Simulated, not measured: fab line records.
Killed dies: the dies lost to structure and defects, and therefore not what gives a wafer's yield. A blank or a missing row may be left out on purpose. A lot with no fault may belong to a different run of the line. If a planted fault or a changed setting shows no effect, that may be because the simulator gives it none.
Matching of chambers    flow n5Finfet    rieDiel-04 running N5_BEOL_M8_ETCH_62: 4 sister chambers
The step etches SOC in N2/H2, target depth 110 nm, overetch 22 nm, time 165 s. 8 wafers are shown with their chamber, then 7 later ones without.

## WAFERS PAIRED WITH THEIR CHAMBERS
wafer   chamber  showerheadPlenumPTorr (Torr)  rfVppV (V)
L316.4  2        2.49                          522.2
L316.5  0        2.71                          528.9
L321.2  0        2.70                          528.6
L331.4  1        2.45                          520.8
L331.5  3        2.58                          525.0
L331.6  2        2.48                          521.8
L327.1  3        2.58                          525.8
L327.2  1        2.45                          521.7

## WAFERS WITH NO CHAMBER GIVEN
wafer   showerheadPlenumPTorr (Torr)  rfVppV (V)
L327.3  2.48                          522.3
L328.1  2.45                          522.0
L328.2  2.48                          522.8
L328.5  2.48                          522.4
L318.1  2.45                          522.2
L318.3  2.47                          521.7
L318.6  2.57                          524.9

## WHICH CHAMBER EACH ONE RAN IN
wafer   from the rows above      in truth
L327.3  2                        2
L328.1  1                        1
L328.2  2                        2
L328.5  2                        2
L318.1  1                        1
L318.3  can't be placed: 2 or 1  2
L318.6  3                        3
Placed correctly: 6 of 7. Can't be placed from these rows: 1 (the true chamber is among the candidates in 1). 0 placed wrongly.
How it was worked out, from the rows above alone: a wafer's distance from a chamber is the root of the sum, over the readings, of the square of ((its reading less the chamber's mean) divided by the reading's scatter). If the next closest chamber is less than 2 further off than the closest, the wafer can't be placed; otherwise it belongs to the closest. Each chamber's mean is taken over the wafers shown for it. How the scatter is found: for the shown wafers, subtract from each reading the mean of its chamber, square and add these, divide the total by (wafers less chambers), then take the root.
